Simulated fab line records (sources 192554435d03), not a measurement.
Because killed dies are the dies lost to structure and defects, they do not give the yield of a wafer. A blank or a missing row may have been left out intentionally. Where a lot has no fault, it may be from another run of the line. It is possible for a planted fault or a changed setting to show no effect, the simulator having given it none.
Struck lot and sound lot, side by side | flow n5_finfet | 18 steps out of a route of 1938
Sound: the wafers L896.2, L896.4, L896.6. Struck: wafers L887.1, L887.4, L887.6. Last of all comes the cause.
At each step with rows: each side's tool, then ch and its chambers, then its first start. Under that, the readings that differ: sound wafers | struck wafers | difference of the means | sigmas: that difference in standard deviations of wafers without a fault.
alike: words and numbers the same on both sides, and readings whose means are apart by under 2 such deviations; not compared: readings that were withheld, readings missing a value for some wafer, numbers with overlapping values and no deviation given by the record, and bounds like >300 which may hide the same value.
The two part at a step that has a row with sigmas, a row that says differs or no value, or rows on one side only. Non-overlapping numbers with no deviation appear without sigmas and do not part them. A reading that every wafer of one side lacks parts them only if that side has two wafers or more.

first, 10 steps without rows for these wafers: N5_BEOL_M6_DESCUM_16 (chemistry O2, time 7.9 s); N5_BEOL_M6_ETCH_61 (etches SiARC in CF4, target depth 45.5 nm, time 75.8 s); N5_BEOL_M6_ETCH_62 (etches SOC in N2/H2, target depth 110 nm, overetch 22 nm, time 165 s); N5_BEOL_M6_STRIP_68 (strips in N2/H2); N5_BEOL_M6_STRIP_67 (strips in CF4); N5_BEOL_M6_HM_OPEN_17 (chemistry Cl2/BCl3, target TiN, target depth 20 nm, overetch 6 nm); N5_BEOL_M6_STRIP_19 (strips in O2); N5_BEOL_M6_COAT_63 (time 60 s, resist thk 60 nm); N5_BEOL_M6_COAT_64 (time 60 s, resist thk 12 nm); N5_BEOL_M6_COAT_71 (time 60 s, resist thk 5 nm).
N5_BEOL_M6_COAT_22: resist thk 30 nm.
  sound on litho_track-05 ch 0, day 13 01:07; struck on litho_track-01 ch 0, day 11 06:29
  reading                                      | sound                | struck               | difference | sigmas
  spin_speed_rpm (rpm)                         | 1499.3 1500.0 1500.4 | 1431.7 1433.0 1430.9 | -68.0      | -79
  model.CAR-EUV_of_BEOL_M6_COAT_22.thk_nm (nm) | 30.2 30 30           | 30.8 30.8 30.8       | +0.7       |
then, 5 steps without rows for these wafers: N5_BEOL_M6_EBR_24; N5_BEOL_M6_SOFTBAKE_23 (time 60 s); N5_BEOL_M6_EXPOSE_25 (exposes mask V5, target cd 40 nm); N5_BEOL_M6_PEB_26 (peb time 60 s); N5_BEOL_M6_DEVELOP_27 (develop time 30 s).
N5_BEOL_M6_DESCUM_33: chemistry O2, time 7 s.
  sound on rie_diel-05 ch 2,3, day 13 01:34; struck on rie_diel-05 ch 0,2,3, day 11 06:52
  reading                                      | sound        | struck         | difference | sigmas
  model.CAR-EUV_of_BEOL_M6_COAT_22.thk_nm (nm) | 26.2 26 26.2 | 26.8 26.8 26.8 | +0.7       |
  alike: drypump_motor_current_A, oes_product_au, rf_vpp_V, showerhead_plenum_p_Torr, throttle_valve_pct
  not compared: rf_hours_counter_h
then, 1 step without rows for these wafers: N5_BEOL_M6_ETCH_72 (etches underlayer in N2/H2, target depth 6.5 nm, time 5.2 s).

== WHERE THEY PART ==
Only at N5_BEOL_M6_COAT_22, as far as this record shows. Later steps at which nothing parts them and some readings are alike: N5_BEOL_M6_DESCUM_33.

WHY: whatever the simulator had introduced
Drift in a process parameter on litho_track-01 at N5_BEOL_M6_COAT_22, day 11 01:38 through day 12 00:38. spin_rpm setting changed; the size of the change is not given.
